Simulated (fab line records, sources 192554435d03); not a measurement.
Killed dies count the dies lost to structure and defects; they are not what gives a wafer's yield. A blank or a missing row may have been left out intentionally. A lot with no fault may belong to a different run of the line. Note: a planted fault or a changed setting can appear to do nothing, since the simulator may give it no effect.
Chamber matching	flow n5-finfet	pecvd-02 running N5_BEOL_M5_DEP_56: 3 sister chambers
The step deposits SiCN from 3MS/NH3, target thk 8 nm, time 14 s. 5 wafers are shown with their chamber, then 9 later ones without.

## WAFERS PAIRED WITH THEIR CHAMBERS
wafer	chamber	showerhead-plenum-p-Torr (Torr)	throttle-valve-pct (%)
L080.3	0	3.669	8.7
L080.6	1	3.654	9.4
L082.2	1	3.663	9.7
L082.4	2	3.634	8.7
L082.5	0	3.671	8.8

## WAFERS MISSING THEIR CHAMBER
wafer	showerhead-plenum-p-Torr (Torr)	throttle-valve-pct (%)
L081.3	3.674	8.8
L081.5	3.664	8.8
L081.6	3.664	9.6
L086.4	3.633	8.6
L086.5	3.658	8.6
L086.6	3.662	9.3
L091.1	3.632	8.5
L091.3	3.663	9.3
L091.6	3.675	8.9

## WHICH CHAMBER EACH ONE RAN IN
wafer	from the rows above	in truth
L081.3	0	0
L081.5	0	0
L081.6	1	1
L086.4	2	2
L086.5	0	0
L086.6	1	1
L091.1	2	2
L091.3	can't be placed: 1 or 0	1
L091.6	0	0
8 of 9 placed correctly. Unplaceable from these rows: 1, with the true chamber sitting among the candidates in 1. Number placed wrongly: 0.
How it was worked out, from the rows above alone: a wafer's distance from a chamber is the root of the sum, over the readings, of the square of ((its reading less the chamber's mean) divided by the reading's scatter). The wafer belongs to the nearest chamber; if the next one is less than 2 further off, it can't be placed. A chamber's mean is the mean of its shown wafers. The scatter is the square root of a quotient: the sum, over the shown wafers, of each reading's squared deviation from its chamber's mean, divided by wafers minus chambers.
